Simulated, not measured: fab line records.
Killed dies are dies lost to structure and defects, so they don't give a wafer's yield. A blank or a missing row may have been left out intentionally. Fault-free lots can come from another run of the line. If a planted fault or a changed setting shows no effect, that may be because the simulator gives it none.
Which tool did it? / flow nand-harc / Sampling: 13 lots, 38 wafers, 5 of 1159 route steps

== WHAT THE GAUGES READ, wafer by wafer ==
NHARC_P_CONTACT_CD_MEAS_19. Usual: cd-nm reads 89.4 nm (standard deviation 2.4).
lot=L113; measured=day 5 16:50; on=cd-sem-03; cd-nm (nm)=88.1 87.5 88.7; flag=
lot=L114; measured=day 5 22:47; on=cd-sem-02; cd-nm (nm)=89.4 91.2 90.8; flag=
lot=L115; measured=day 5 23:43; on=cd-sem-01; cd-nm (nm)=86.1 88.2 86.7; flag=
lot=L116; measured=day 6 15:05; on=cd-sem-01; cd-nm (nm)=90.9 89.2 91.3; flag=
lot=L117; measured=day 6 15:58; on=cd-sem-02; cd-nm (nm)=86.9 85.3 92.8; flag=
lot=L118; measured=day 6 20:34; on=cd-sem-03; cd-nm (nm)=87.5 87.1 91.3; flag=
lot=L122; measured=day 7 21:10; on=cd-sem-03; cd-nm (nm)=90.4 87.6 92.3; flag=
lot=L124; measured=day 8 11:43; on=cd-sem-01; cd-nm (nm)=85.7 85.7; flag=
lot=L126; measured=day 8 21:05; on=cd-sem-01; cd-nm (nm)=80.9 90.8 88.4; flag=
lot=L127; measured=day 9 04:33; on=cd-sem-03; cd-nm (nm)=91.1 85.3 88.8; flag=
lot=L130; measured=day 10 02:51; on=cd-sem-02; cd-nm (nm)=89.3 86.7 89.6; flag=
lot=L134; measured=day 10 22:20; on=cd-sem-01; cd-nm (nm)=93.8 88.0 87.8; flag=
lot=L135; measured=day 11 04:15; on=cd-sem-01; cd-nm (nm)=88.8 86.6 89.8; flag=

NHARC_END_SORT_01. Usual: killed-at-array 27, standard deviation 12; killed-at-other 0.9, standard deviation 1.1; killed-at-periphery 3.2, standard deviation 2.4; killed-dies 31, standard deviation 12; killed-open 3.3, standard deviation 1.7; killed-short 2.0, standard deviation 1.6.
lot=L124; measured=day 25 05:26; on=prober-02; killed-at-array=41 47; killed-at-other=1 3; killed-at-periphery=5 626; killed-dies=47 676; killed-open=5 5; killed-short=2 2; flag=OFF
lot=L126; measured=day 25 03:07; on=prober-01; killed-at-array=23 30 24; killed-at-other=1 0 1; killed-at-periphery=1 0 646; killed-dies=25 30 671; killed-open=3 5 3; killed-short=2 1 3; flag=OFF
lot=L127; measured=day 25 10:55; on=prober-01; killed-at-array=20 30 37; killed-at-other=3 2 0; killed-at-periphery=4 0 630; killed-dies=27 32 667; killed-open=2 2 0; killed-short=1 2 1; flag=OFF

== WHAT TOOL EACH LOT RAN ON (gives the tool, then ch and the chambers of the sampled wafers, and finally the start) ==
lot=L113; NHARC_P_CONTACT_DEP_30=pecvd-02 ch 0,1, day 5 14:14; NHARC_P_CONTACT_ETCH_36=rie-diel-01 ch 2,3, day 5 16:10; NHARC_P_CONTACT_DEGAS_38=pvd-sputter-02, day 5 17:32
lot=L114; NHARC_P_CONTACT_DEP_30=pecvd-01 ch 1,2, day 5 20:13; NHARC_P_CONTACT_ETCH_36=rie-diel-01 ch 0,1, day 5 22:04; NHARC_P_CONTACT_DEGAS_38=pvd-sputter-01, day 5 23:29
lot=L115; NHARC_P_CONTACT_DEP_30=pecvd-02 ch 0,2, day 5 21:00; NHARC_P_CONTACT_ETCH_36=rie-diel-12 ch 2,3, day 5 22:50; NHARC_P_CONTACT_DEGAS_38=pvd-sputter-02, day 6 00:26
lot=L116; NHARC_P_CONTACT_DEP_30=pecvd-03 ch 0,1, day 6 12:28; NHARC_P_CONTACT_ETCH_36=rie-diel-04 ch 0,3, day 6 14:23; NHARC_P_CONTACT_DEGAS_38=pvd-sputter-03, day 6 15:47
lot=L117; NHARC_P_CONTACT_DEP_30=pecvd-02 ch 1,2, day 6 13:24; NHARC_P_CONTACT_ETCH_36=rie-diel-04 ch 1,2,3, day 6 15:20; NHARC_P_CONTACT_DEGAS_38=pvd-sputter-01, day 6 16:41
lot=L118; NHARC_P_CONTACT_DEP_30=pecvd-02 ch 0,1,2, day 6 18:05; NHARC_P_CONTACT_ETCH_36=rie-diel-04 ch 0,1,2, day 6 19:52; NHARC_P_CONTACT_DEGAS_38=pvd-sputter-01, day 6 21:16
lot=L122; NHARC_P_CONTACT_DEP_30=pecvd-03 ch 1,2, day 7 18:23; NHARC_P_CONTACT_ETCH_36=rie-diel-01 ch 2,3, day 7 20:23; NHARC_P_CONTACT_DEGAS_38=pvd-sputter-02, day 7 21:53
lot=L124; NHARC_P_CONTACT_DEP_30=pecvd-03 ch 0,1, day 8 09:06; NHARC_P_CONTACT_ETCH_36=rie-diel-04 ch 1,2, day 8 10:59; NHARC_P_CONTACT_DEGAS_38=pvd-sputter-01, day 8 12:28
lot=L126; NHARC_P_CONTACT_DEP_30=pecvd-01 ch 0,1,2, day 8 18:35; NHARC_P_CONTACT_ETCH_36=rie-diel-04 ch 0,2,3, day 8 20:23; NHARC_P_CONTACT_DEGAS_38=pvd-sputter-01, day 8 21:47
lot=L127; NHARC_P_CONTACT_DEP_30=pecvd-03 ch 0,1,2, day 9 01:56; NHARC_P_CONTACT_ETCH_36=rie-diel-04 ch 1,3, day 9 03:52; NHARC_P_CONTACT_DEGAS_38=pvd-sputter-02, day 9 05:19
lot=L130; NHARC_P_CONTACT_DEP_30=pecvd-01 ch 0,2, day 10 00:25; NHARC_P_CONTACT_ETCH_36=rie-diel-01 ch 0,1,2, day 10 02:11; NHARC_P_CONTACT_DEGAS_38=pvd-sputter-03, day 10 03:34
lot=L134; NHARC_P_CONTACT_DEP_30=pecvd-02 ch 0,2, day 10 19:43; NHARC_P_CONTACT_ETCH_36=rie-diel-01 ch 0,2,3, day 10 21:38; NHARC_P_CONTACT_DEGAS_38=pvd-sputter-02, day 10 23:03
lot=L135; NHARC_P_CONTACT_DEP_30=pecvd-03 ch 0,1, day 11 01:37; NHARC_P_CONTACT_ETCH_36=rie-diel-12 ch 0,3, day 11 03:31; NHARC_P_CONTACT_DEGAS_38=pvd-sputter-01, day 11 04:58
- NHARC_P_CONTACT_DEP_30: deposits SiNx, target thk 30 nm.
- NHARC_P_CONTACT_ETCH_36: etches the open film in N2/H2, target depth 260 nm, time 406.25 s.
- NHARC_P_CONTACT_DEGAS_38: time 60 s.

== WHAT THE TOOLS THEMSELVES READ (means of the sampled wafers that have a number; where no wafer has one, the mark that the record gives instead) ==
NHARC_P_CONTACT_DEP_30. Usual: heater-power-w reads 726 W (standard deviation 79).
lot=L113; tool=pecvd-02; heater-power-w (W)=657; flag=
lot=L114; tool=pecvd-01; heater-power-w (W)=811; flag=
lot=L115; tool=pecvd-02; heater-power-w (W)=632; flag=
lot=L116; tool=pecvd-03; heater-power-w (W)=734; flag=
lot=L117; tool=pecvd-02; heater-power-w (W)=707; flag=
lot=L118; tool=pecvd-02; heater-power-w (W)=634; flag=
lot=L122; tool=pecvd-03; heater-power-w (W)=697; flag=
lot=L124; tool=pecvd-03; heater-power-w (W)=698; flag=
lot=L126; tool=pecvd-01; heater-power-w (W)=754; flag=
lot=L127; tool=pecvd-03; heater-power-w (W)=774; flag=
lot=L130; tool=pecvd-01; heater-power-w (W)=833; flag=
lot=L134; tool=pecvd-02; heater-power-w (W)=690; flag=
lot=L135; tool=pecvd-03; heater-power-w (W)=724; flag=

NHARC_P_CONTACT_ETCH_36. Usual: drypump-motor-current-A 5.5 A, standard deviation 0.48; mfc-ar-sccm 0.006 sccm, standard deviation 0.0098; oes-product-au 1.006 a.u., standard deviation 0.014; rf-vpp-V 430.7 V, standard deviation 2.5; run-length-s 427.7 s, standard deviation 0.42; showerhead-plenum-p-Torr 2.04 Torr, standard deviation 0.087; throttle-valve-pct 14.170 %, standard deviation 0.0087.
lot=L113; tool=rie-diel-01; drypump-motor-current-A (A)=5.7; mfc-ar-sccm (sccm)=0.002; oes-product-au (a.u.)=0.994; rf-vpp-V (V)=433.2; run-length-s (s)=427.8; showerhead-plenum-p-Torr (Torr)=2.12; throttle-valve-pct (%)=14.167; flag=
lot=L114; tool=rie-diel-01; drypump-motor-current-A (A)=5.1; mfc-ar-sccm (sccm)=0.000; oes-product-au (a.u.)=1.024; rf-vpp-V (V)=428.7; run-length-s (s)=427.4; showerhead-plenum-p-Torr (Torr)=1.99; throttle-valve-pct (%)=14.177; flag=
lot=L115; tool=rie-diel-12; drypump-motor-current-A (A)=6.1; mfc-ar-sccm (sccm)=0.000; oes-product-au (a.u.)=0.997; rf-vpp-V (V)=433.1; run-length-s (s)=427.2; showerhead-plenum-p-Torr (Torr)=2.14; throttle-valve-pct (%)=14.172; flag=
lot=L116; tool=rie-diel-04; drypump-motor-current-A (A)=6.1; mfc-ar-sccm (sccm)=0.020; oes-product-au (a.u.)=0.996; rf-vpp-V (V)=430.1; run-length-s (s)=427.8; showerhead-plenum-p-Torr (Torr)=2.04; throttle-valve-pct (%)=14.171; flag=
lot=L117; tool=rie-diel-04; drypump-motor-current-A (A)=5.6; mfc-ar-sccm (sccm)=0.016; oes-product-au (a.u.)=1.004; rf-vpp-V (V)=431.6; run-length-s (s)=427.8; showerhead-plenum-p-Torr (Torr)=2.08; throttle-valve-pct (%)=14.173; flag=
lot=L118; tool=rie-diel-04; drypump-motor-current-A (A)=5.2; mfc-ar-sccm (sccm)=0.006; oes-product-au (a.u.)=1.016; rf-vpp-V (V)=430.6; run-length-s (s)=427.6; showerhead-plenum-p-Torr (Torr)=2.04; throttle-valve-pct (%)=14.171; flag=
lot=L122; tool=rie-diel-01; drypump-motor-current-A (A)=5.8; mfc-ar-sccm (sccm)=0.004; oes-product-au (a.u.)=0.993; rf-vpp-V (V)=430.4; run-length-s (s)=428.0; showerhead-plenum-p-Torr (Torr)=2.04; throttle-valve-pct (%)=14.169; flag=
lot=L124; tool=rie-diel-04; drypump-motor-current-A (A)=5.2; mfc-ar-sccm (sccm)=0.009; oes-product-au (a.u.)=1.010; rf-vpp-V (V)=430.9; run-length-s (s)=374.2; showerhead-plenum-p-Torr (Torr)=2.08; throttle-valve-pct (%)=14.166; flag=OFF
lot=L126; tool=rie-diel-04; drypump-motor-current-A (A)=5.7; mfc-ar-sccm (sccm)=0.010; oes-product-au (a.u.)=1.008; rf-vpp-V (V)=431.7; run-length-s (s)=392.1; showerhead-plenum-p-Torr (Torr)=2.07; throttle-valve-pct (%)=14.167; flag=OFF
lot=L127; tool=rie-diel-04; drypump-motor-current-A (A)=6.0; mfc-ar-sccm (sccm)=0.026; oes-product-au (a.u.)=0.996; rf-vpp-V (V)=431.4; run-length-s (s)=392.1; showerhead-plenum-p-Torr (Torr)=2.06; throttle-valve-pct (%)=14.173; flag=OFF
lot=L130; tool=rie-diel-01; drypump-motor-current-A (A)=5.3; mfc-ar-sccm (sccm)=0.000; oes-product-au (a.u.)=0.998; rf-vpp-V (V)=430.4; run-length-s (s)=427.4; showerhead-plenum-p-Torr (Torr)=2.06; throttle-valve-pct (%)=14.164; flag=
lot=L134; tool=rie-diel-01; drypump-motor-current-A (A)=5.5; mfc-ar-sccm (sccm)=0.002; oes-product-au (a.u.)=1.001; rf-vpp-V (V)=431.5; run-length-s (s)=427.6; showerhead-plenum-p-Torr (Torr)=2.07; throttle-valve-pct (%)=14.171; flag=
lot=L135; tool=rie-diel-12; drypump-motor-current-A (A)=5.9; mfc-ar-sccm (sccm)=0.000; oes-product-au (a.u.)=1.004; rf-vpp-V (V)=431.5; run-length-s (s)=427.4; showerhead-plenum-p-Torr (Torr)=2.08; throttle-valve-pct (%)=14.165; flag=

NHARC_P_CONTACT_DEGAS_38. Usual: heater-power-w reads 460 W (standard deviation 41).
lot=L113; tool=pvd-sputter-02; heater-power-w (W)=393; flag=
lot=L114; tool=pvd-sputter-01; heater-power-w (W)=441; flag=
lot=L115; tool=pvd-sputter-02; heater-power-w (W)=461; flag=
lot=L116; tool=pvd-sputter-03; heater-power-w (W)=498; flag=
lot=L117; tool=pvd-sputter-01; heater-power-w (W)=443; flag=
lot=L118; tool=pvd-sputter-01; heater-power-w (W)=446; flag=
lot=L122; tool=pvd-sputter-02; heater-power-w (W)=404; flag=
lot=L124; tool=pvd-sputter-01; heater-power-w (W)=470; flag=
lot=L126; tool=pvd-sputter-01; heater-power-w (W)=428; flag=
lot=L127; tool=pvd-sputter-02; heater-power-w (W)=438; flag=
lot=L130; tool=pvd-sputter-03; heater-power-w (W)=469; flag=
lot=L134; tool=pvd-sputter-02; heater-power-w (W)=442; flag=
lot=L135; tool=pvd-sputter-01; heater-power-w (W)=437; flag=

== THE ANSWER, worked out from the rows above alone ==
Rule: take the mean of a lot's wafers that have a number; if it is more than 3 standard deviations from the usual mean, the lot is off. A lot without any number at a reading at which 4 lots or more have one is off too. Any other lot the step has rows for is counted as sound. First the gauges in route order, then the tools' own readings, where a lot's mean is used as printed above. The first step at which some lot is off is used, and at that step the reading that is off furthest; a lot without a number counts as furthest.
Off at NHARC_END_SORT_01 (killed-at-periphery): L124, L126, L127. Neither off nor sound, because the step has no rows for them: L113, L114, L115, L116, L117, L118, L122, L130, L134, L135.
If a tool, at a process step before that reading, ran all the lots that are off and no sound lot after the first of them, it fits. Not tried: the gauges at NHARC_END_SORT_01; whatever is off there is also off at NHARC_P_CONTACT_ETCH_36, on other tools, and gauge error can't account for it. One candidate fits, namely rie-diel-04 at NHARC_P_CONTACT_ETCH_36. It ran no sound lot before its first lot that is off in this sample, so the start can't be narrowed down.

== WHAT THE SIMULATOR PUT IN ==
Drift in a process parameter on rie-diel-04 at NHARC_P_CONTACT_ETCH_36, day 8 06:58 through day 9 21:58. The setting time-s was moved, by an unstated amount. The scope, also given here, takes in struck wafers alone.
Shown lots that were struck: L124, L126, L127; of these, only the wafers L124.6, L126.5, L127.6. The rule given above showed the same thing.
